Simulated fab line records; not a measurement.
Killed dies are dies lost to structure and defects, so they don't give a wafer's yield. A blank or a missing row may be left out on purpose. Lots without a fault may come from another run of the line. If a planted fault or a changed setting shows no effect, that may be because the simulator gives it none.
Chamber matching / flow nandHarc / rieDiel-04 running NHARC_A_STAIRCASE_ETCH_232: 4 sister chambers
The step etches the open film in C4F8/O2, target depth 100 nm, time 40.5 s. 16 wafers are shown with their chamber, then 8 later ones without.

EACH WAFER AND ITS CHAMBER
wafer=L795.1; chamber=3; rfVppV (V)=899; oesProductAu (a.u.)=0.942; chamberPressureMTorr (mTorr)=24.974
wafer=L795.3; chamber=0; rfVppV (V)=904; oesProductAu (a.u.)=0.954; chamberPressureMTorr (mTorr)=25.011
wafer=L795.4; chamber=1; rfVppV (V)=895; oesProductAu (a.u.)=0.957; chamberPressureMTorr (mTorr)=25.008
wafer=L800.1; chamber=1; rfVppV (V)=894; oesProductAu (a.u.)=0.949; chamberPressureMTorr (mTorr)=24.970
wafer=L800.5; chamber=2; rfVppV (V)=890; oesProductAu (a.u.)=0.919; chamberPressureMTorr (mTorr)=24.962
wafer=L800.6; chamber=1; rfVppV (V)=894; oesProductAu (a.u.)=0.950; chamberPressureMTorr (mTorr)=24.992
wafer=L799.2; chamber=3; rfVppV (V)=899; oesProductAu (a.u.)=0.974; chamberPressureMTorr (mTorr)=24.971
wafer=L799.3; chamber=1; rfVppV (V)=893; oesProductAu (a.u.)=0.945; chamberPressureMTorr (mTorr)=25.005
wafer=L799.6; chamber=0; rfVppV (V)=904; oesProductAu (a.u.)=0.957; chamberPressureMTorr (mTorr)=24.985
wafer=L802.1; chamber=2; rfVppV (V)=893; oesProductAu (a.u.)=0.930; chamberPressureMTorr (mTorr)=25.034
wafer=L802.3; chamber=3; rfVppV (V)=898; oesProductAu (a.u.)=0.942; chamberPressureMTorr (mTorr)=24.953
wafer=L802.6; chamber=2; rfVppV (V)=890; oesProductAu (a.u.)=0.936; chamberPressureMTorr (mTorr)=24.990
wafer=L806.1; chamber=1; rfVppV (V)=893; oesProductAu (a.u.)=0.965; chamberPressureMTorr (mTorr)=24.987
wafer=L806.4; chamber=2; rfVppV (V)=892; oesProductAu (a.u.)=0.950; chamberPressureMTorr (mTorr)=25.016
wafer=L806.6; chamber=2; rfVppV (V)=891; oesProductAu (a.u.)=0.944; chamberPressureMTorr (mTorr)=25.024
wafer=L808.1; chamber=3; rfVppV (V)=898; oesProductAu (a.u.)=0.971; chamberPressureMTorr (mTorr)=25.036

SIGNATURES (means of the wafers above)
reading=rfVppV; chamber 0=904.00; chamber 1=893.80; chamber 2=891.20; chamber 3=898.50; scatter within a chamber=0.94
reading=oesProductAu; chamber 0=0.95550; chamber 1=0.95320; chamber 2=0.93580; chamber 3=0.95725; scatter within a chamber=0.0122
reading=chamberPressureMTorr; chamber 0=24.99800; chamber 1=24.99240; chamber 2=25.00520; chamber 3=24.98350; scatter within a chamber=0.0268
Rule: for each reading, subtract the chamber's mean from the wafer's reading, divide by that reading's scatter and square the result; add these up over the readings and take the root, which gives the wafer's distance from the chamber. The wafer belongs to the nearest chamber; if the next one is less than 2 further off, it can't be placed. The scatter: take each reading less its chamber's mean, square it, sum over the shown wafers, divide by the number of wafers less the number of chambers, and take the root.

WAFERS WHOSE CHAMBER IS MISSING
wafer=L809.3; rfVppV (V)=902; oesProductAu (a.u.)=0.954; chamberPressureMTorr (mTorr)=24.997
wafer=L809.6; rfVppV (V)=893; oesProductAu (a.u.)=0.952; chamberPressureMTorr (mTorr)=25.003
wafer=L816.1; rfVppV (V)=902; oesProductAu (a.u.)=0.941; chamberPressureMTorr (mTorr)=25.003
wafer=L816.2; rfVppV (V)=889; oesProductAu (a.u.)=0.932; chamberPressureMTorr (mTorr)=24.990
wafer=L816.3; rfVppV (V)=897; oesProductAu (a.u.)=0.941; chamberPressureMTorr (mTorr)=25.035
wafer=L817.1; rfVppV (V)=898; oesProductAu (a.u.)=0.942; chamberPressureMTorr (mTorr)=25.012
wafer=L817.2; rfVppV (V)=903; oesProductAu (a.u.)=0.947; chamberPressureMTorr (mTorr)=25.014
wafer=L817.4; rfVppV (V)=891; oesProductAu (a.u.)=0.939; chamberPressureMTorr (mTorr)=25.019

CHAMBER TAKEN BY EACH
wafer=L809.3; from the rows above=can't be placed: 0 or 3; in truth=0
wafer=L809.6; from the rows above=can't be placed: 1 or 2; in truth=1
wafer=L816.1; from the rows above=can't be placed: 0 or 3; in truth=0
wafer=L816.2; from the rows above=2; in truth=2
wafer=L816.3; from the rows above=can't be placed: 3 or 1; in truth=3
wafer=L817.1; from the rows above=3; in truth=3
wafer=L817.2; from the rows above=0; in truth=0
wafer=L817.4; from the rows above=2; in truth=2
Correct placement for 4 of the 8. Cannot be placed on the basis of these rows: 4; the candidates contain the true chamber in 4. Number placed wrongly: 0.
